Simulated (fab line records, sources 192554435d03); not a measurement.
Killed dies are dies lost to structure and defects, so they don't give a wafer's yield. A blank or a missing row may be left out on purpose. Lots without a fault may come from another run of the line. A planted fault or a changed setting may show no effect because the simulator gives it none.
Which tool did it? | flow n5_finfet | 11 lots, 33 wafers sampled, at 5 steps of a route of 1938

WHAT THE GAUGES READ, wafer by wafer
N5_MIM_TOP_LITHO_OVL_MEAS_11. Usual: MIM_TOP_OVL -3 nm, standard deviation 5.7.
lot  | measured     | on         | MIM_TOP_OVL (nm) | flag
L335 | day 11 18:31 | overlay-01 | -1 -5 -2         |
L336 | day 12 14:03 | overlay-02 | 0 -8 -10         |
L337 | day 12 20:09 | overlay-01 | -1 -2 -9         |
L341 | day 14 11:13 | overlay-02 | 3 0 -1           |
L344 | day 15 08:13 | overlay-02 | -3 -4 -3         |
L349 | day 16 18:53 | overlay-01 | 15 14 4          |
L351 | day 17 04:29 | overlay-02 | 2 1 1            |
L352 | day 17 08:25 | overlay-02 | -6 -6 1          |
L357 | day 18 06:52 | overlay-02 | 9 5 1            |
L353 | day 18 14:59 | overlay-02 | -1 -6 2          |
L356 | day 18 16:35 | overlay-01 | 4 -1 -6          |

N5_PASSIVATION_CD_MEAS_30: target cd 4000 nm. Usual: cd_nm 4000.7 nm, standard deviation 2.1.
lot  | measured     | on        | cd_nm (nm)           | flag
L335 | day 11 23:14 | cd_sem-03 | 4000.0 3999.9 3997.7 |
L336 | day 13 02:45 | cd_sem-02 | 4000.0 3998.3 3996.9 |
L337 | day 13 04:04 | cd_sem-03 | 4000.3 4002.9 4004.1 |
L341 | day 14 20:46 | cd_sem-01 | 3976.0 3978.2 3977.5 | OFF
L344 | day 15 14:45 | cd_sem-01 | 4002.1 4001.6 3997.7 |
L349 | day 16 23:40 | cd_sem-03 | 3997.3 3997.5 4000.5 |
L351 | day 17 08:47 | cd_sem-02 | 4000.1 4001.0 4001.1 |
L352 | day 17 15:25 | cd_sem-03 | 3997.8 4000.0 4002.3 |
L357 | day 18 11:19 | cd_sem-03 | 3998.2 4001.1 4001.4 |
L353 | day 18 20:13 | cd_sem-01 | 3998.8 4001.0 4000.1 |
L356 | day 18 22:28 | cd_sem-01 | 4001.6 4003.4 3998.5 |

N5_PASSIVATION_OVL_MEAS_66. Usual: PASS_OPEN_OVL 0 nm, standard deviation 5.8.
lot  | measured     | on         | PASS_OPEN_OVL (nm) | flag
L335 | day 12 01:11 | overlay-01 | -2 0 5             |
L336 | day 13 04:40 | overlay-02 | -5 -5 -4           |
L337 | day 13 06:12 | overlay-02 | 10 5 0             |
L341 | day 14 22:42 | overlay-01 | 4 12 -4            |
L344 | day 15 16:31 | overlay-02 | 3 4 -1             |
L349 | day 17 01:43 | overlay-02 | -1 -1 0            |
L351 | day 17 12:10 | overlay-02 | 4 0 6              |
L352 | day 17 17:21 | overlay-02 | 2 3 -7             |
L357 | day 18 13:13 | overlay-02 | 10 5 9             |
L353 | day 18 22:04 | overlay-02 | -6 -2 1            |
L356 | day 19 00:16 | overlay-02 | 6 2 -3             |

WHICH TOOL RAN EACH LOT (tool, then ch and the chambers of the sampled wafers, then the start)
lot  | N5_PASSIVATION_PECVD_55         | N5_PASSIVATION_EXPOSE_27
L335 | pecvd-04 ch 1,2, day 11 20:42   | krf_scanner-02 ch 0, day 11 23:04
L336 | pecvd-01 ch 1,2, day 12 17:25   | krf_scanner-02 ch 0, day 13 02:34
L337 | pecvd-02 ch 0,2, day 12 21:56   | krf_scanner-01 ch 0, day 13 03:54
L341 | pecvd-04 ch 0,1,2, day 14 13:03 | krf_scanner-02 ch 0, day 14 20:35
L344 | pecvd-02 ch 0,1,2, day 15 10:03 | krf_scanner-01 ch 0, day 15 14:35
L349 | pecvd-02 ch 0,2, day 16 20:34   | krf_scanner-01 ch 0, day 16 23:29
L351 | pecvd-02 ch 0,2, day 17 06:23   | krf_scanner-01 ch 0, day 17 08:37
L352 | pecvd-02 ch 0,2, day 17 10:17   | krf_scanner-01 ch 0, day 17 15:14
L357 | pecvd-04 ch 0,1,2, day 18 08:43 | krf_scanner-01 ch 0, day 18 11:08
L353 | pecvd-04 ch 0,1,2, day 18 16:48 | krf_scanner-01 ch 0, day 18 20:02
L356 | pecvd-02 ch 0,1,2, day 18 18:24 | krf_scanner-01 ch 0, day 18 22:17
- N5_PASSIVATION_PECVD_55: deposits SiO2 from SiH4/N2O, target thk 400 nm, time 22.5 s.
- N5_PASSIVATION_EXPOSE_27: exposes mask PAD, defocus 0 nm.

WHAT THE TOOLS THEMSELVES READ (means of the sampled wafers that have a number; where no wafer has one, the mark that the record gives instead)
N5_PASSIVATION_PECVD_55. Usual: heater_power_outer_w 365 W, standard deviation 60; heater_power_w 647 W, standard deviation 93; showerhead_plenum_p_Torr 8.21 Torr, standard deviation 0.099; throttle_valve_pct 50.5 %, standard deviation 2.7.
lot  | tool     | heater_power_outer_w (W) | heater_power_w (W) | showerhead_plenum_p_Torr (Torr) | throttle_valve_pct (%) | flag
L335 | pecvd-04 | 405                      | 746                | 8.25                            | 51.3                   |
L336 | pecvd-01 | 385                      | 670                | 8.17                            | 49.9                   |
L337 | pecvd-02 | 337                      | 599                | 8.17                            | 51.5                   |
L341 | pecvd-04 | 386                      | 665                | 8.26                            | 50.1                   |
L344 | pecvd-02 | 327                      | 592                | 8.15                            | 50.5                   |
L349 | pecvd-02 | 329                      | 597                | 8.24                            | 49.2                   |
L351 | pecvd-02 | 342                      | 618                | 8.24                            | 49.2                   |
L352 | pecvd-02 | 282                      | 535                | 8.16                            | 51.5                   |
L357 | pecvd-04 | 424                      | 729                | 8.29                            | 50.2                   |
L353 | pecvd-04 | 396                      | 680                | 8.29                            | 50.2                   |
L356 | pecvd-02 | 323                      | 577                | 8.14                            | 50.1                   |

N5_PASSIVATION_EXPOSE_27. Usual: exposure_dose_mJ_cm2 32.293, standard deviation 0.029.
lot  | tool           | exposure_dose_mJ_cm2 | flag
L335 | krf_scanner-02 | 32.279               |
L336 | krf_scanner-02 | 32.295               |
L337 | krf_scanner-01 | 32.280               |
L341 | krf_scanner-02 | 28.398               | OFF
L344 | krf_scanner-01 | 32.315               |
L349 | krf_scanner-01 | 32.291               |
L351 | krf_scanner-01 | 32.328               |
L352 | krf_scanner-01 | 32.298               |
L357 | krf_scanner-01 | 32.291               |
L353 | krf_scanner-01 | 32.318               |
L356 | krf_scanner-01 | 32.285               |

THE ANSWER, worked out from the rows above alone
Rule: a lot is off if the mean of its wafers that have a number lies more than 3 standard deviations from the usual mean. A lot without any number at a reading at which 4 lots or more have one is off too. The other lots that the step has rows for count as sound. The gauges are gone through in route order, then the tools' own readings, and for those a lot's mean is taken as printed above. The first step at which some lot is off is used, and at that step the reading that is off furthest; a lot without a number counts as furthest.
Off: L341, at N5_PASSIVATION_CD_MEAS_30 (cd_nm).
A tool fits if, at a process step before that reading, it ran every lot that is off, and no sound lot after the first of them. The gauges at N5_PASSIVATION_CD_MEAS_30 aren't tried: what is off there is off at N5_PASSIVATION_EXPOSE_27 too, on other tools, and a gauge's error can't cause that. One fits: krf_scanner-02 at N5_PASSIVATION_EXPOSE_27. Its last sound lot is L336 (day 13 02:34), its first lot that is off L341 (day 14 20:35): a fault that began between those two fits.
The tool's own readings at N5_PASSIVATION_EXPOSE_27 bear it out: on the lots that are off they differ by more than 5 times the standard deviation of the sound lots' means. exposure_dose_mJ_cm2 reads 28.398 there against 32.298 on the sound lots.

WHAT THE SIMULATOR HAD PUT IN
Process parameter drift: krf_scanner-02, from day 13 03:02 on, at N5_PASSIVATION_EXPOSE_27. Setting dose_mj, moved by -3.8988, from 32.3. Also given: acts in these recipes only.
Lots struck among those shown: L341. The rule above found the same.
